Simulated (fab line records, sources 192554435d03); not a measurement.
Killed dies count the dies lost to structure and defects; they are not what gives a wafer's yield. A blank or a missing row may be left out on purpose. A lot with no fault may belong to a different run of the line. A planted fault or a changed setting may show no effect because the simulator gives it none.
fab line records || flow n5-finfet
record {"lots": 12, "wafers": 34, "last-day": 18}
route steps=1938 shown MIM_TOP@1836 MIM_TOP_LITHO@1848 MIM_TOP_ETCH@1851
lots that met no fault: from a run of the same line without faults
start-h: the number of hours between the record's first day and the start of the first shown wafer of the lot || wait-h: hours from the lot's prior step to this one || " unchanged from the row above || L1.1+2: one row covering several wafers at once || - no value present, or no start provided || * or withheld: withheld || < > ~ a bound
route shown NAME@n: NAME is a module with steps in the file, n the number in the route of the first one || usual: mean/standard deviation of fault-free wafers || same: alike in all rows || chamber/n: place in a boat || sites: readings site by site || _std_site: their standard deviation || _edge_site: mean of outer sites minus mean of inner sites || radius-mm: how far each site lies from the wafer's centre || mask NAME#n: copy n || behind: the tool/chamber that last shaped the wafer || hold: the reason the lot was held/the length of the hold in hours/how it ended || device: whichever transistor did not switch (one of n, p or np) || end of line: tests of these same wafers at the route's end || a step given without rows: its recipe and nothing more || killed: the dies lost at the first sort to structure and to defects; this is not the yield of the wafer || map: a wafer's dies, x killed, . not, _ none there
set.NAME: the setting the step ran with; set.NAME@STEP: the setting that earlier step ran with || model.NAME: the simulator's own value behind a step, which no gauge read
a sample of lots followed through the steps of the route, with each step as a table and each wafer as a row
services: when a tool's chamber went out of use (start-h, in hours from the record's first day, below 0 if earlier), for how many hours, and the reason
## steps
# step N5_MIM_TOP_ALD_02
# recipe {"material": "Al2O3", "target-thk-a": "*", "temp-c": "withheld", "ald-precursor-family": "TMA", "ald-co-reactant": "O3", "pulse-time-s": "withheld", "purge-time-s": 3, "co-reactant-purge-time-s": "withheld", "co-reactant-pulse-time-s": 3, "ald-cycles": "withheld"}
# usual {"precursor-pulse-height-rel": "0.999/0.021"}
{"lot.wafer": "L815.4", "tool": "ald-hk-02", "chamber": 3, "start-h": "-", "wait-h": "-", "precursor-pulse-height-rel": 0.978}
{"lot.wafer": "L815.5", "tool": "ald-hk-02", "chamber": 2, "start-h": "-", "wait-h": "-", "precursor-pulse-height-rel": 0.986}
{"lot.wafer": "L815.6", "tool": "ald-hk-02", "chamber": 3, "start-h": "-", "wait-h": "-", "precursor-pulse-height-rel": 0.979}
{"lot.wafer": "L816.1", "tool": "ald-hk-02", "chamber": 1, "start-h": "-", "wait-h": "-", "precursor-pulse-height-rel": 0.998}
{"lot.wafer": "L816.2", "tool": "ald-hk-02", "chamber": 2, "start-h": "-", "wait-h": "-", "precursor-pulse-height-rel": 1.006}
{"lot.wafer": "L816.6", "tool": "ald-hk-02", "chamber": 3, "start-h": "-", "wait-h": "-", "precursor-pulse-height-rel": 1.026}
{"lot.wafer": "L817.3", "tool": "ald-hk-01", "chamber": 0, "start-h": "-", "wait-h": "-", "precursor-pulse-height-rel": 0.956}
{"lot.wafer": "L817.4", "tool": "ald-hk-01", "chamber": 3, "start-h": "-", "wait-h": "-", "precursor-pulse-height-rel": 0.977}
{"lot.wafer": "L817.5", "tool": "ald-hk-01", "chamber": 3, "start-h": "-", "wait-h": "-", "precursor-pulse-height-rel": 1.006}
{"lot.wafer": "L819.1", "tool": "ald-hk-01", "chamber": 1, "start-h": "-", "wait-h": "-", "precursor-pulse-height-rel": 1.008}
{"lot.wafer": "L819.3", "tool": "ald-hk-01", "chamber": 3, "start-h": "-", "wait-h": "-", "precursor-pulse-height-rel": 0.990}
{"lot.wafer": "L819.6", "tool": "ald-hk-01", "chamber": 0, "start-h": "-", "wait-h": "-", "precursor-pulse-height-rel": 0.972}
{"lot.wafer": "L821.1", "tool": "ald-hk-01", "chamber": 2, "start-h": "-", "wait-h": "-", "precursor-pulse-height-rel": 0.988}
{"lot.wafer": "L821.4", "tool": "ald-hk-01", "chamber": 0, "start-h": "-", "wait-h": "-", "precursor-pulse-height-rel": 1.035}
{"lot.wafer": "L821.5", "tool": "ald-hk-01", "chamber": 1, "start-h": "-", "wait-h": "-", "precursor-pulse-height-rel": 0.975}
{"lot.wafer": "L829.3", "tool": "ald-hk-01", "chamber": 0, "start-h": "-", "wait-h": "-", "precursor-pulse-height-rel": 1.021}
{"lot.wafer": "L829.6", "tool": "ald-hk-01", "chamber": 0, "start-h": "-", "wait-h": "-", "precursor-pulse-height-rel": 1.014}
{"lot.wafer": "L830.3", "tool": "ald-hk-02", "chamber": 0, "start-h": "-", "wait-h": "-", "precursor-pulse-height-rel": 0.996}
{"lot.wafer": "L830.4", "tool": "ald-hk-02", "chamber": 1, "start-h": "-", "wait-h": "-", "precursor-pulse-height-rel": 0.969}
{"lot.wafer": "L830.6", "tool": "ald-hk-02", "chamber": 3, "start-h": "-", "wait-h": "-", "precursor-pulse-height-rel": 0.988}
{"lot.wafer": "L834.1", "tool": "ald-hk-01", "chamber": 0, "start-h": "-", "wait-h": "-", "precursor-pulse-height-rel": 1.007}
{"lot.wafer": "L834.2", "tool": "ald-hk-01", "chamber": 3, "start-h": "-", "wait-h": "-", "precursor-pulse-height-rel": 1.036}
{"lot.wafer": "L834.5", "tool": "ald-hk-01", "chamber": 2, "start-h": "-", "wait-h": "-", "precursor-pulse-height-rel": 0.985}
{"lot.wafer": "L837.1", "tool": "ald-hk-02", "chamber": 3, "start-h": "-", "wait-h": "-", "precursor-pulse-height-rel": 0.977}
{"lot.wafer": "L837.2", "tool": "ald-hk-02", "chamber": 2, "start-h": "-", "wait-h": "-", "precursor-pulse-height-rel": 0.978}
{"lot.wafer": "L837.3", "tool": "ald-hk-02", "chamber": 0, "start-h": "-", "wait-h": "-", "precursor-pulse-height-rel": 0.978}
{"lot.wafer": "L835.1", "tool": "ald-hk-01", "chamber": 3, "start-h": "-", "wait-h": "-", "precursor-pulse-height-rel": 0.980}
{"lot.wafer": "L835.2", "tool": "ald-hk-01", "chamber": 0, "start-h": "-", "wait-h": "-", "precursor-pulse-height-rel": 0.999}
{"lot.wafer": "L835.6", "tool": "ald-hk-01", "chamber": 0, "start-h": "-", "wait-h": "-", "precursor-pulse-height-rel": 1.024}
{"lot.wafer": "L836.1", "tool": "ald-hk-02", "chamber": 3, "start-h": "-", "wait-h": "-", "precursor-pulse-height-rel": 1.019}
{"lot.wafer": "L836.3", "tool": "ald-hk-02", "chamber": 1, "start-h": "-", "wait-h": "-", "precursor-pulse-height-rel": 1.004}
{"lot.wafer": "L838.2", "tool": "ald-hk-03", "chamber": 1, "start-h": "-", "wait-h": "-", "precursor-pulse-height-rel": 1.029}
{"lot.wafer": "L838.4", "tool": "ald-hk-03", "chamber": 0, "start-h": "-", "wait-h": "-", "precursor-pulse-height-rel": 0.994}
{"lot.wafer": "L838.6", "tool": "ald-hk-03", "chamber": 2, "start-h": "-", "wait-h": "-", "precursor-pulse-height-rel": 1.028}
# step N5_MIM_TOP_LITHO_OVL_MEAS_11
# recipe {"points-per-wafer": 44}
# usual {"MIM_TOP_OVL": "-1/5.1"}
{"lot.wafer": "L815.4", "tool": "overlay-01", "chamber": 0, "start-h": 254.80, "wait-h": 0.0, "MIM_TOP_OVL[nm]": -1}
{"lot.wafer": "L815.5", "tool": "overlay-01", "chamber": 0, "start-h": 254.80, "wait-h": 0.0, "MIM_TOP_OVL[nm]": -4}
{"lot.wafer": "L815.6", "tool": "overlay-01", "chamber": 0, "start-h": 254.80, "wait-h": 0.0, "MIM_TOP_OVL[nm]": -1}
{"lot.wafer": "L816.1", "tool": "overlay-02", "chamber": 0, "start-h": 266.65, "wait-h": 0.0, "MIM_TOP_OVL[nm]": 1}
{"lot.wafer": "L816.2", "tool": "overlay-02", "chamber": 0, "start-h": 266.65, "wait-h": 0.0, "MIM_TOP_OVL[nm]": -2}
{"lot.wafer": "L816.6", "tool": "overlay-02", "chamber": 0, "start-h": 266.65, "wait-h": 0.0, "MIM_TOP_OVL[nm]": 1}
{"lot.wafer": "L817.3", "tool": "overlay-01", "chamber": 0, "start-h": 278.22, "wait-h": 0.0, "MIM_TOP_OVL[nm]": -3}
{"lot.wafer": "L817.4", "tool": "overlay-01", "chamber": 0, "start-h": 278.22, "wait-h": 0.0, "MIM_TOP_OVL[nm]": -6}
{"lot.wafer": "L817.5", "tool": "overlay-01", "chamber": 0, "start-h": 278.22, "wait-h": 0.0, "MIM_TOP_OVL[nm]": -8}
{"lot.wafer": "L819.1", "tool": "overlay-01", "chamber": 0, "start-h": 290.53, "wait-h": 0.0, "MIM_TOP_OVL[nm]": -8}
{"lot.wafer": "L819.3", "tool": "overlay-01", "chamber": 0, "start-h": 290.53, "wait-h": 0.0, "MIM_TOP_OVL[nm]": -1}
{"lot.wafer": "L819.6", "tool": "overlay-01", "chamber": 0, "start-h": 290.53, "wait-h": 0.0, "MIM_TOP_OVL[nm]": -6}
{"lot.wafer": "L821.1", "tool": "overlay-01", "chamber": 0, "start-h": 309.30, "wait-h": 0.0, "MIM_TOP_OVL[nm]": -4}
{"lot.wafer": "L821.4", "tool": "overlay-01", "chamber": 0, "start-h": 309.30, "wait-h": 0.0, "MIM_TOP_OVL[nm]": -8}
{"lot.wafer": "L821.5", "tool": "overlay-01", "chamber": 0, "start-h": 309.30, "wait-h": 0.0, "MIM_TOP_OVL[nm]": 5}
{"lot.wafer": "L829.3", "tool": "overlay-01", "chamber": 0, "start-h": 347.30, "wait-h": 0.0, "MIM_TOP_OVL[nm]": -7}
{"lot.wafer": "L829.6", "tool": "overlay-01", "chamber": 0, "start-h": 347.30, "wait-h": 0.0, "MIM_TOP_OVL[nm]": 1}
{"lot.wafer": "L830.3", "tool": "overlay-02", "chamber": 0, "start-h": 362.45, "wait-h": 0.0, "MIM_TOP_OVL[nm]": 6}
{"lot.wafer": "L830.4", "tool": "overlay-02", "chamber": 0, "start-h": 362.45, "wait-h": 0.0, "MIM_TOP_OVL[nm]": 5}
{"lot.wafer": "L830.6", "tool": "overlay-02", "chamber": 0, "start-h": 362.45, "wait-h": 0.0, "MIM_TOP_OVL[nm]": 2}
{"lot.wafer": "L834.1", "tool": "overlay-02", "chamber": 0, "start-h": 372.91, "wait-h": 0.0, "MIM_TOP_OVL[nm]": -11}
{"lot.wafer": "L834.2", "tool": "overlay-02", "chamber": 0, "start-h": 372.91, "wait-h": 0.0, "MIM_TOP_OVL[nm]": -10}
{"lot.wafer": "L834.5", "tool": "overlay-02", "chamber": 0, "start-h": 372.91, "wait-h": 0.0, "MIM_TOP_OVL[nm]": -6}
{"lot.wafer": "L837.1", "tool": "overlay-02", "chamber": 0, "start-h": 396.63, "wait-h": 0.0, "MIM_TOP_OVL[nm]": 5}
{"lot.wafer": "L837.2", "tool": "overlay-02", "chamber": 0, "start-h": 396.63, "wait-h": 0.0, "MIM_TOP_OVL[nm]": -1}
{"lot.wafer": "L837.3", "tool": "overlay-02", "chamber": 0, "start-h": 396.63, "wait-h": 0.0, "MIM_TOP_OVL[nm]": -4}
{"lot.wafer": "L835.1", "tool": "overlay-02", "chamber": 0, "start-h": 410.30, "wait-h": 0.0, "MIM_TOP_OVL[nm]": 3}
{"lot.wafer": "L835.2", "tool": "overlay-02", "chamber": 0, "start-h": 410.30, "wait-h": 0.0, "MIM_TOP_OVL[nm]": -9}
{"lot.wafer": "L835.6", "tool": "overlay-02", "chamber": 0, "start-h": 410.30, "wait-h": 0.0, "MIM_TOP_OVL[nm]": -4}
{"lot.wafer": "L836.1", "tool": "overlay-01", "chamber": 0, "start-h": 412.10, "wait-h": 0.0, "MIM_TOP_OVL[nm]": 2}
{"lot.wafer": "L836.3", "tool": "overlay-01", "chamber": 0, "start-h": 412.10, "wait-h": 0.0, "MIM_TOP_OVL[nm]": -2}
{"lot.wafer": "L838.2", "tool": "overlay-01", "chamber": 0, "start-h": 429.91, "wait-h": 0.0, "MIM_TOP_OVL[nm]": -5}
{"lot.wafer": "L838.4", "tool": "overlay-01", "chamber": 0, "start-h": 429.91, "wait-h": 0.0, "MIM_TOP_OVL[nm]": -4}
{"lot.wafer": "L838.6", "tool": "overlay-01", "chamber": 0, "start-h": 429.91, "wait-h": 0.0, "MIM_TOP_OVL[nm]": -7}
# step N5_MIM_TOP_LITHO_INSPECT_12
# recipe {"mode": "adi", "inspect-instrument": "macro"}
# usual {"raw-defect-count": "2.1/1.4"}
{"lot.wafer": "L815.4", "tool": "defect-inspect-01", "chamber": "-", "start-h": 254.83, "wait-h": 0.0, "raw-defect-count": 1}
{"lot.wafer": "L815.5", "tool": "defect-inspect-01", "chamber": "-", "start-h": 254.83, "wait-h": 0.0, "raw-defect-count": 1}
{"lot.wafer": "L815.6", "tool": "defect-inspect-01", "chamber": "-", "start-h": 254.83, "wait-h": 0.0, "raw-defect-count": 3}
{"lot.wafer": "L816.1", "tool": "defect-inspect-02", "chamber": "-", "start-h": 266.67, "wait-h": 0.0, "raw-defect-count": 2}
{"lot.wafer": "L816.2", "tool": "defect-inspect-02", "chamber": "-", "start-h": 266.67, "wait-h": 0.0, "raw-defect-count": 0}
{"lot.wafer": "L816.6", "tool": "defect-inspect-02", "chamber": "-", "start-h": 266.67, "wait-h": 0.0, "raw-defect-count": 4}
{"lot.wafer": "L817.3", "tool": "defect-inspect-02", "chamber": "-", "start-h": 278.25, "wait-h": 0.0, "raw-defect-count": 4}
{"lot.wafer": "L817.4", "tool": "defect-inspect-02", "chamber": "-", "start-h": 278.25, "wait-h": 0.0, "raw-defect-count": 3}
{"lot.wafer": "L817.5", "tool": "defect-inspect-02", "chamber": "-", "start-h": 278.25, "wait-h": 0.0, "raw-defect-count": 0}
{"lot.wafer": "L819.1", "tool": "defect-inspect-01", "chamber": "-", "start-h": 290.56, "wait-h": 0.0, "raw-defect-count": 1}
{"lot.wafer": "L819.3", "tool": "defect-inspect-01", "chamber": "-", "start-h": 290.56, "wait-h": 0.0, "raw-defect-count": 4}
{"lot.wafer": "L819.6", "tool": "defect-inspect-01", "chamber": "-", "start-h": 290.56, "wait-h": 0.0, "raw-defect-count": 3}
{"lot.wafer": "L821.1", "tool": "defect-inspect-01", "chamber": "-", "start-h": 309.33, "wait-h": 0.0, "raw-defect-count": 2}
{"lot.wafer": "L821.4", "tool": "defect-inspect-01", "chamber": "-", "start-h": 309.33, "wait-h": 0.0, "raw-defect-count": 1}
{"lot.wafer": "L821.5", "tool": "defect-inspect-01", "chamber": "-", "start-h": 309.33, "wait-h": 0.0, "raw-defect-count": 5}
{"lot.wafer": "L829.3", "tool": "defect-inspect-02", "chamber": "-", "start-h": 347.33, "wait-h": 0.0, "raw-defect-count": 1}
{"lot.wafer": "L829.6", "tool": "defect-inspect-02", "chamber": "-", "start-h": 347.33, "wait-h": 0.0, "raw-defect-count": 3}
{"lot.wafer": "L830.3", "tool": "defect-inspect-02", "chamber": "-", "start-h": 362.48, "wait-h": 0.0, "raw-defect-count": 2}
{"lot.wafer": "L830.4", "tool": "defect-inspect-02", "chamber": "-", "start-h": 362.48, "wait-h": 0.0, "raw-defect-count": 1}
{"lot.wafer": "L830.6", "tool": "defect-inspect-02", "chamber": "-", "start-h": 362.48, "wait-h": 0.0, "raw-defect-count": 3}
{"lot.wafer": "L834.1", "tool": "defect-inspect-02", "chamber": "-", "start-h": 372.94, "wait-h": 0.0, "raw-defect-count": 4}
{"lot.wafer": "L834.2", "tool": "defect-inspect-02", "chamber": "-", "start-h": 372.94, "wait-h": 0.0, "raw-defect-count": 2}
{"lot.wafer": "L834.5", "tool": "defect-inspect-02", "chamber": "-", "start-h": 372.94, "wait-h": 0.0, "raw-defect-count": 2}
{"lot.wafer": "L837.1", "tool": "defect-inspect-02", "chamber": "-", "start-h": 396.65, "wait-h": 0.0, "raw-defect-count": 2}
{"lot.wafer": "L837.2", "tool": "defect-inspect-02", "chamber": "-", "start-h": 396.65, "wait-h": 0.0, "raw-defect-count": 1}
{"lot.wafer": "L837.3", "tool": "defect-inspect-02", "chamber": "-", "start-h": 396.65, "wait-h": 0.0, "raw-defect-count": 0}
{"lot.wafer": "L835.1", "tool": "defect-inspect-02", "chamber": "-", "start-h": 410.32, "wait-h": 0.0, "raw-defect-count": 1}
{"lot.wafer": "L835.2", "tool": "defect-inspect-02", "chamber": "-", "start-h": 410.32, "wait-h": 0.0, "raw-defect-count": 3}
{"lot.wafer": "L835.6", "tool": "defect-inspect-02", "chamber": "-", "start-h": 410.32, "wait-h": 0.0, "raw-defect-count": 3}
{"lot.wafer": "L836.1", "tool": "defect-inspect-02", "chamber": "-", "start-h": 412.13, "wait-h": 0.0, "raw-defect-count": 1}
{"lot.wafer": "L836.3", "tool": "defect-inspect-02", "chamber": "-", "start-h": 412.13, "wait-h": 0.0, "raw-defect-count": 5}
{"lot.wafer": "L838.2", "tool": "defect-inspect-01", "chamber": "-", "start-h": 429.93, "wait-h": 0.0, "raw-defect-count": 3}
{"lot.wafer": "L838.4", "tool": "defect-inspect-01", "chamber": "-", "start-h": 429.93, "wait-h": 0.0, "raw-defect-count": 3}
{"lot.wafer": "L838.6", "tool": "defect-inspect-01", "chamber": "-", "start-h": 429.93, "wait-h": 0.0, "raw-defect-count": 4}
# step N5_MIM_TOP_ETCH_ETCH_00
# recipe {"chemistry": "Cl2/BCl3", "target": "TiN", "target-depth-a": 385, "ion-energy-ev": 150, "pressure-mtorr": 10, "icp-w": 1000, "bias-w": 126, "Cl2_flow_sccm": 53.25, "bcl3-flow-sccm": 21.75, "Ar_flow_sccm": 25}
# usual {"drypump-motor-current-A": "5.5/0.42", "mfc-cl2-sccm": "53.25/0.18", "oes-product-au": "0.83/0.077", "rf-fwd-power-W": "994/3.7", "throttle-valve-pct": "22.7/0.37"}
{"lot.wafer": "L815.4", "tool": "rie-metal-02", "chamber": 1, "start-h": 255.03, "wait-h": 0.1, "drypump-motor-current-A": 6.1, "mfc-cl2-sccm": 53.10, "oes-product-au": 0.97, "rf-fwd-power-W": 995, "rf-hours-counter-h": "-", "throttle-valve-pct": 22.9}
{"lot.wafer": "L815.5", "tool": "rie-metal-02", "chamber": 1, "start-h": 255.03, "wait-h": 0.1, "drypump-motor-current-A": 6.1, "mfc-cl2-sccm": 53.35, "oes-product-au": 0.98, "rf-fwd-power-W": 1000, "rf-hours-counter-h": "-", "throttle-valve-pct": 22.9}
{"lot.wafer": "L815.6", "tool": "rie-metal-02", "chamber": 0, "start-h": 255.03, "wait-h": 0.1, "drypump-motor-current-A": 6.0, "mfc-cl2-sccm": 53.59, "oes-product-au": 0.89, "rf-fwd-power-W": 996, "rf-hours-counter-h": "-", "throttle-valve-pct": 22.2}
{"lot.wafer": "L816.1", "tool": "rie-metal-01", "chamber": 1, "start-h": 267.00, "wait-h": 0.1, "drypump-motor-current-A": 5.1, "mfc-cl2-sccm": 53.34, "oes-product-au": 0.89, "rf-fwd-power-W": 994, "rf-hours-counter-h": 6, "throttle-valve-pct": 22.9}
{"lot.wafer": "L816.2", "tool": "rie-metal-01", "chamber": 0, "start-h": 267.00, "wait-h": 0.1, "drypump-motor-current-A": 5.1, "mfc-cl2-sccm": 53.29, "oes-product-au": 0.74, "rf-fwd-power-W": 989, "rf-hours-counter-h": 52, "throttle-valve-pct": 22.2}
{"lot.wafer": "L816.6", "tool": "rie-metal-01", "chamber": 0, "start-h": 267.00, "wait-h": 0.1, "drypump-motor-current-A": 5.0, "mfc-cl2-sccm": 53.47, "oes-product-au": 0.73, "rf-fwd-power-W": 993, "rf-hours-counter-h": "-", "throttle-valve-pct": 22.2}
{"lot.wafer": "L817.3", "tool": "rie-metal-03", "chamber": 0, "start-h": 278.41, "wait-h": 0.1, "drypump-motor-current-A": 5.6, "mfc-cl2-sccm": 53.13, "oes-product-au": 0.89, "rf-fwd-power-W": 999, "rf-hours-counter-h": "-", "throttle-valve-pct": 23.2}
{"lot.wafer": "L817.4", "tool": "rie-metal-03", "chamber": 1, "start-h": 278.41, "wait-h": 0.1, "drypump-motor-current-A": 5.3, "mfc-cl2-sccm": 53.35, "oes-product-au": 0.74, "rf-fwd-power-W": 997, "rf-hours-counter-h": "-", "throttle-valve-pct": 22.9}
{"lot.wafer": "L817.5", "tool": "rie-metal-03", "chamber": 0, "start-h": 278.41, "wait-h": 0.1, "drypump-motor-current-A": 5.6, "mfc-cl2-sccm": 53.23, "oes-product-au": 0.86, "rf-fwd-power-W": 998, "rf-hours-counter-h": "-", "throttle-valve-pct": 23.2}
{"lot.wafer": "L819.1", "tool": "rie-metal-02", "chamber": 1, "start-h": 290.68, "wait-h": 0.1, "drypump-motor-current-A": 6.1, "mfc-cl2-sccm": 53.06, "oes-product-au": 0.95, "rf-fwd-power-W": 997, "rf-hours-counter-h": 4, "throttle-valve-pct": 22.9}
{"lot.wafer": "L819.3", "tool": "rie-metal-02", "chamber": 0, "start-h": 290.68, "wait-h": 0.1, "drypump-motor-current-A": 6.0, "mfc-cl2-sccm": 52.77, "oes-product-au": 0.87, "rf-fwd-power-W": 994, "rf-hours-counter-h": "-", "throttle-valve-pct": 22.2}
{"lot.wafer": "L819.6", "tool": "rie-metal-02", "chamber": 0, "start-h": 290.68, "wait-h": 0.1, "drypump-motor-current-A": 6.0, "mfc-cl2-sccm": 53.14, "oes-product-au": 0.88, "rf-fwd-power-W": 995, "rf-hours-counter-h": "-", "throttle-valve-pct": 22.2}
{"lot.wafer": "L821.1", "tool": "rie-metal-03", "chamber": 0, "start-h": 309.45, "wait-h": 0.1, "drypump-motor-current-A": 5.5, "mfc-cl2-sccm": 53.45, "oes-product-au": 0.87, "rf-fwd-power-W": 998, "rf-hours-counter-h": 19, "throttle-valve-pct": 23.2}
{"lot.wafer": "L821.4", "tool": "rie-metal-03", "chamber": 1, "start-h": 309.45, "wait-h": 0.1, "drypump-motor-current-A": 5.3, "mfc-cl2-sccm": 53.23, "oes-product-au": 0.72, "rf-fwd-power-W": 988, "rf-hours-counter-h": "-", "throttle-valve-pct": 22.9}
{"lot.wafer": "L821.5", "tool": "rie-metal-03", "chamber": 1, "start-h": 309.45, "wait-h": 0.1, "drypump-motor-current-A": 5.3, "mfc-cl2-sccm": 53.59, "oes-product-au": 0.73, "rf-fwd-power-W": 991, "rf-hours-counter-h": "-", "throttle-valve-pct": 22.9}
{"lot.wafer": "L829.3", "tool": "rie-metal-02", "chamber": 0, "start-h": 347.49, "wait-h": 0.1, "drypump-motor-current-A": 6.0, "mfc-cl2-sccm": 53.25, "oes-product-au": 0.86, "rf-fwd-power-W": 992, "rf-hours-counter-h": "-", "throttle-valve-pct": 22.2}
{"lot.wafer": "L829.6", "tool": "rie-metal-02", "chamber": 1, "start-h": 347.49, "wait-h": 0.1, "drypump-motor-current-A": 6.1, "mfc-cl2-sccm": 73.27, "oes-product-au": 0.91, "rf-fwd-power-W": 996, "rf-hours-counter-h": "-", "throttle-valve-pct": 25.1}
{"lot.wafer": "L830.3", "tool": "rie-metal-02", "chamber": 0, "start-h": 362.65, "wait-h": 0.1, "drypump-motor-current-A": 6.0, "mfc-cl2-sccm": 53.24, "oes-product-au": 0.85, "rf-fwd-power-W": 998, "rf-hours-counter-h": "-", "throttle-valve-pct": 22.2}
{"lot.wafer": "L830.4", "tool": "rie-metal-02", "chamber": 1, "start-h": 362.65, "wait-h": 0.1, "drypump-motor-current-A": 6.1, "mfc-cl2-sccm": 73.29, "oes-product-au": 0.91, "rf-fwd-power-W": 995, "rf-hours-counter-h": "-", "throttle-valve-pct": 25.1}
{"lot.wafer": "L830.6", "tool": "rie-metal-02", "chamber": 0, "start-h": 362.65, "wait-h": 0.1, "drypump-motor-current-A": 6.0, "mfc-cl2-sccm": 53.11, "oes-product-au": 0.85, "rf-fwd-power-W": 993, "rf-hours-counter-h": "-", "throttle-valve-pct": 22.2}
{"lot.wafer": "L834.1", "tool": "rie-metal-01", "chamber": 1, "start-h": 373.06, "wait-h": 0.1, "drypump-motor-current-A": 5.1, "mfc-cl2-sccm": 52.97, "oes-product-au": 0.85, "rf-fwd-power-W": 997, "rf-hours-counter-h": 15, "throttle-valve-pct": 22.9}
{"lot.wafer": "L834.2", "tool": "rie-metal-01", "chamber": 0, "start-h": 373.06, "wait-h": 0.1, "drypump-motor-current-A": 5.0, "mfc-cl2-sccm": 53.36, "oes-product-au": 0.73, "rf-fwd-power-W": 992, "rf-hours-counter-h": 61, "throttle-valve-pct": 22.3}
{"lot.wafer": "L834.5", "tool": "rie-metal-01", "chamber": 1, "start-h": 373.06, "wait-h": 0.1, "drypump-motor-current-A": 5.1, "mfc-cl2-sccm": 53.14, "oes-product-au": 0.85, "rf-fwd-power-W": 999, "rf-hours-counter-h": "-", "throttle-valve-pct": 22.9}
{"lot.wafer": "L837.1", "tool": "rie-metal-03", "chamber": 0, "start-h": 396.97, "wait-h": 0.1, "drypump-motor-current-A": 5.5, "mfc-cl2-sccm": 53.39, "oes-product-au": 0.84, "rf-fwd-power-W": 990, "rf-hours-counter-h": 25, "throttle-valve-pct": 23.2}
{"lot.wafer": "L837.2", "tool": "rie-metal-03", "chamber": 1, "start-h": 396.97, "wait-h": 0.1, "drypump-motor-current-A": 5.3, "mfc-cl2-sccm": 53.12, "oes-product-au": 0.72, "rf-fwd-power-W": 998, "rf-hours-counter-h": 66, "throttle-valve-pct": 23.0}
{"lot.wafer": "L837.3", "tool": "rie-metal-03", "chamber": 0, "start-h": 396.97, "wait-h": 0.1, "drypump-motor-current-A": 5.6, "mfc-cl2-sccm": 53.39, "oes-product-au": 0.84, "rf-fwd-power-W": 994, "rf-hours-counter-h": "-", "throttle-valve-pct": 23.2}
{"lot.wafer": "L835.1", "tool": "rie-metal-01", "chamber": 1, "start-h": 410.46, "wait-h": 0.1, "drypump-motor-current-A": 5.1, "mfc-cl2-sccm": 53.09, "oes-product-au": 0.82, "rf-fwd-power-W": 999, "rf-hours-counter-h": 18, "throttle-valve-pct": 22.9}
{"lot.wafer": "L835.2", "tool": "rie-metal-01", "chamber": 0, "start-h": 410.46, "wait-h": 0.1, "drypump-motor-current-A": 5.0, "mfc-cl2-sccm": 53.00, "oes-product-au": 0.71, "rf-fwd-power-W": 993, "rf-hours-counter-h": 65, "throttle-valve-pct": 22.2}
{"lot.wafer": "L835.6", "tool": "rie-metal-01", "chamber": 0, "start-h": 410.46, "wait-h": 0.1, "drypump-motor-current-A": 5.0, "mfc-cl2-sccm": 53.23, "oes-product-au": 0.72, "rf-fwd-power-W": 992, "rf-hours-counter-h": "-", "throttle-valve-pct": 22.2}
{"lot.wafer": "L836.1", "tool": "rie-metal-01", "chamber": 1, "start-h": 412.25, "wait-h": 0.1, "drypump-motor-current-A": 5.1, "mfc-cl2-sccm": 53.02, "oes-product-au": 0.83, "rf-fwd-power-W": 996, "rf-hours-counter-h": 19, "throttle-valve-pct": 22.9}
{"lot.wafer": "L836.3", "tool": "rie-metal-01", "chamber": 0, "start-h": 412.25, "wait-h": 0.1, "drypump-motor-current-A": 5.0, "mfc-cl2-sccm": 53.40, "oes-product-au": 0.71, "rf-fwd-power-W": 991, "rf-hours-counter-h": "-", "throttle-valve-pct": 22.3}
{"lot.wafer": "L838.2", "tool": "rie-metal-03", "chamber": 1, "start-h": 430.05, "wait-h": 0.1, "drypump-motor-current-A": 5.3, "mfc-cl2-sccm": 53.00, "oes-product-au": 0.71, "rf-fwd-power-W": 995, "rf-hours-counter-h": 69, "throttle-valve-pct": 23.0}
{"lot.wafer": "L838.4", "tool": "rie-metal-03", "chamber": 1, "start-h": 430.05, "wait-h": 0.1, "drypump-motor-current-A": 5.3, "mfc-cl2-sccm": 53.19, "oes-product-au": 0.72, "rf-fwd-power-W": 990, "rf-hours-counter-h": "-", "throttle-valve-pct": 23.0}
{"lot.wafer": "L838.6", "tool": "rie-metal-03", "chamber": 0, "start-h": 430.05, "wait-h": 0.1, "drypump-motor-current-A": 5.6, "mfc-cl2-sccm": 53.43, "oes-product-au": 0.84, "rf-fwd-power-W": 1001, "rf-hours-counter-h": "-", "throttle-valve-pct": 23.2}
## services
{"tool": "rie-metal-02", "chamber": "-", "start-h": 232.71, "hours": 14.6, "kind": "pm"}
{"tool": "ald-hk-02", "chamber": "-", "start-h": 233.89, "hours": 8.7, "kind": "pm"}
{"tool": "rie-metal-03", "chamber": 0, "start-h": 255.47, "hours": 17.8, "kind": "repair"}
{"tool": "rie-metal-02", "chamber": 1, "start-h": 266.73, "hours": 10.1, "kind": "repair"}
{"tool": "rie-metal-03", "chamber": 1, "start-h": 287.20, "hours": 1.0, "kind": "repair"}
{"tool": "rie-metal-03", "chamber": "-", "start-h": 290.47, "hours": 4.0, "kind": "pm"}
{"tool": "rie-metal-03", "chamber": 0, "start-h": 318.23, "hours": 5.4, "kind": "repair"}
{"tool": "rie-metal-02", "chamber": "-", "start-h": 378.99, "hours": 0.3, "kind": "repair"}
{"tool": "rie-metal-02", "chamber": "-", "start-h": 388.49, "hours": 0.2, "kind": "repair"}
{"tool": "ald-hk-01", "chamber": "-", "start-h": 427.20, "hours": 8.7, "kind": "pm"}
## key
first-sign {"step": "N5_MIM_TOP_ETCH_ETCH_00", "reading": "mfc-cl2-sccm", "direction": "up", "sigmas": "99+", "usual": 53.25, "struck": 73.28}
effect {"step": "N5_MIM_TOP_ETCH_ETCH_00", "reading": "throttle-valve-pct", "direction": "up", "sigmas": 6.5, "usual": "*", "struck": "*"}
met-at N5_MIM_TOP_ETCH_ETCH_00
struck-lots L829,L830
struck-wafers L829.6,L830.4
not-acting-at N5_MIM_TOP_ALD_02,N5_MIM_TOP_LITHO_OVL_MEAS_11,N5_MIM_TOP_LITHO_INSPECT_12
onset-between 290.68 347.49
fault {"kind": "process-parameter-drift", "tool": "rie-metal-02", "chamber": 1, "onset-h": 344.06, "steps": "N5_MIM_TOP_ETCH_ETCH_00", "channel": "Cl2_flow_sccm", "offset": 19.912, "shape": "step", "end-h": 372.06, "acts-in": "these-recipes-only", "stated": 53.25}
